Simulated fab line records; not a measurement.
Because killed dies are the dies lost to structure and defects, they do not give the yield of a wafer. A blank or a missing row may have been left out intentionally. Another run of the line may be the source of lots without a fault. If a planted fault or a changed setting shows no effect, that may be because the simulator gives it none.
A struck lot beside a sound one + flow n5Finfet + 15 out of 1938 route steps
Sound: wafers L578.1, L578.5, L578.6. Struck: wafer L586.4; the same lot's L586.6 was not struck, so it is left out; see the end for the cause.
Per side, at each step with rows, come the tool, then ch with its chambers, and then its first start. Under that, the readings that differ: sound wafers + struck wafers + difference of the means + sigmas: that difference in standard deviations of wafers without a fault.
alike: words and numbers the same on both sides, and readings whose means are apart by under 2 such deviations; not compared: readings that were withheld, readings missing a value for some wafer, numbers with overlapping values and no deviation given by the record, and bounds like >300 which may hide the same value.
The two part at a step that has a row with sigmas, a row that says differs or no value, or rows on one side only. Non-overlapping numbers with no deviation appear without sigmas and do not part them. A reading that every wafer of one side lacks parts them only if that side has two wafers or more.

N5_SD_ACTIVATION_LSA_01: time 0.0008 s.
  sound on laserAnneal-02 ch 0, day 4 19:19; struck on laserAnneal-02 ch 0, day 6 20:32
  alike: wafer_temp_C_max
N5_SD_ACTIVATION_RS_MEAS_03: measures by four-point-probe.
  struck on filmMetro-02, day 6 20:43; sound on filmMetro-02, day 4 19:31
  alike: RS_SD_N, RS_SD_P
N5_SD_ACTIVATION_INSPECT_02: inspects for defects (darkfield).
  struck on defectInspect-02, day 6 20:59; sound on defectInspect-02, day 4 19:50
  alike: rawDefectCount
N5_ILD0_LINER_00: material SiNx, target thk 4 nm, pulse time 1 s, purge time 2 s.
  sound on aldSin-02 ch 1,2,3, day 4 19:52; struck on aldSin-03 ch 3, day 6 21:08
| reading                 | sound             | struck | difference | sigmas |
|-------------------------|-------------------|--------|------------|--------|
| precursorPulseHeightRel | 0.968 0.986 0.979 | 1.025  | +0.047     | +2     |
  alike: heaterPowerW
  not compared: sinceWetCleanH
then, 2 steps without rows for these wafers: N5_ILD0_FCVD_FILL_01 (material SiO2 flowable, target thk 200 nm, time 328.3 s); N5_ILD0_CURE_02 (time 1800 s).
N5_ILD0_CMP_03: polishes, stops on SiNx, t overpolish 1.9 s, target thk 197.38 nm.
  sound on cmp-01 ch 2,3, day 4 22:38; struck on cmp-04 ch 1, day 6 23:37
| reading         | sound             | struck | difference | sigmas |
|-----------------|-------------------|--------|------------|--------|
| slurryFlowMlMin | 150.5 150.4 149.9 | 149.2  | -1.1       | -2     |
  alike: motorCurrentA, overpolishRunS, timeToEndpointS
N5_ILD0_THK_MEAS_04:
  struck on filmMetro-01, day 6 23:49; sound on filmMetro-01, day 4 22:54
  alike: thkNm
N5_ILD0_CMP_07: polishes SiO2 flowable, stops on poly-Si, t overpolish 1.18 s, target thk 138.88 nm.
  sound on cmp-01 ch 1,2,3, day 4 23:02; struck on cmp-04 ch 0, day 6 23:52
  alike: motorCurrentA, slurryFlowMlMin
N5_ILD0_THK_MEAS_08:
  struck on filmMetro-02, day 7 00:08; sound on filmMetro-01, day 4 23:13
| reading    | sound             | struck | difference | sigmas |
|------------|-------------------|--------|------------|--------|
| thkNm (nm) | 139.2 139.0 140.2 | 137.1  | -2.4       | -2     |
then, 1 step without rows for these wafers: N5_ILD0_PRECLEAN_10 (cleans in NF3:NH3, afs cycles 5, time 20 s, sublimation time 60 s).
N5_ILD0_ALD_15: deposits SiNx, target thk 24 nm, pulse time 1 s, ald cycles 480.
  sound on aldSin-01 ch 1,2, day 4 23:56; struck on aldSin-01 ch 0, day 7 01:57
| reading                              | sound          | struck | difference | sigmas |
|--------------------------------------|----------------|--------|------------|--------|
| aldCycles                            | 480 480 480    | 369    | -111       |        |
| model.SiNx_of_ILD0_ALD_15.thkNm (nm) | 23.8 23.8 23.8 | 18.4   | -5.4       |        |
  alike: heaterPowerW, precursorPulseHeightRel
  not compared: sinceWetCleanH
N5_ILD0_CMP_12: polishes SiNx, stops on poly-Si, t overpolish 6 s, target thk 17.67 nm.
  sound on cmp-01 ch 0,3, day 5 02:11; struck on cmp-04 ch 2, day 7 04:14
| reading             | sound          | struck | difference | sigmas |
|---------------------|----------------|--------|------------|--------|
| motorCurrentA (A)   | 7.6 7.4 9.5    | 11.7   | +3.5       | +3     |
| timeToEndpointS (s) | 28.1 26.9 27.7 | 19.7   | -7.9       | -4     |
  alike: slurryFlowMlMin
N5_ILD0_THK_MEAS_13:
  struck on filmMetro-02, day 7 04:27; sound on filmMetro-01, day 5 02:26
  alike: thkNm
-- the record jumps here: 5 days lie between the struck wafers' starts before and after (it left off in module ILD0 and takes up again in module BEOL_M4, whose first step shown is number 1111 of the route) --
N5_BEOL_M4_RC_MEAS_101:
  sound on prober-01 ch 0, day 9 05:29; struck on prober-02 ch 0, day 11 19:15
| reading        | sound             | struck | difference | sigmas |
|----------------|-------------------|--------|------------|--------|
| DIBL_N (mV/V)  | 37.2 35.1 35.8    | 39.0   | +3.0       | +2     |
| DIBL_P (mV/V)  | 37.0 34.9 36.0    | 40.7   | +4.7       | +3     |
| IOFF_N (nA/um) | 0.167 0.136 0.140 | 0.220  | +0.072     | +3     |
| IOFF_P (nA/um) | 0.21 0.18 0.20    | 0.30   | +0.10      | +3     |
| ION_P (uA/um)  | 465 462 461       | 478    | +15        | +2     |
| VT_N (mV)      | 249.0 250.5 252.7 | 243.9  | -6.8       | -2     |
  alike: ION_N, SS_N, SS_P, VT_P

== WHERE THEY PART ==
At N5_ILD0_LINER_00 first; at N5_BEOL_M4_RC_MEAS_101 last (within this record only).

WHY: what the simulator had put in
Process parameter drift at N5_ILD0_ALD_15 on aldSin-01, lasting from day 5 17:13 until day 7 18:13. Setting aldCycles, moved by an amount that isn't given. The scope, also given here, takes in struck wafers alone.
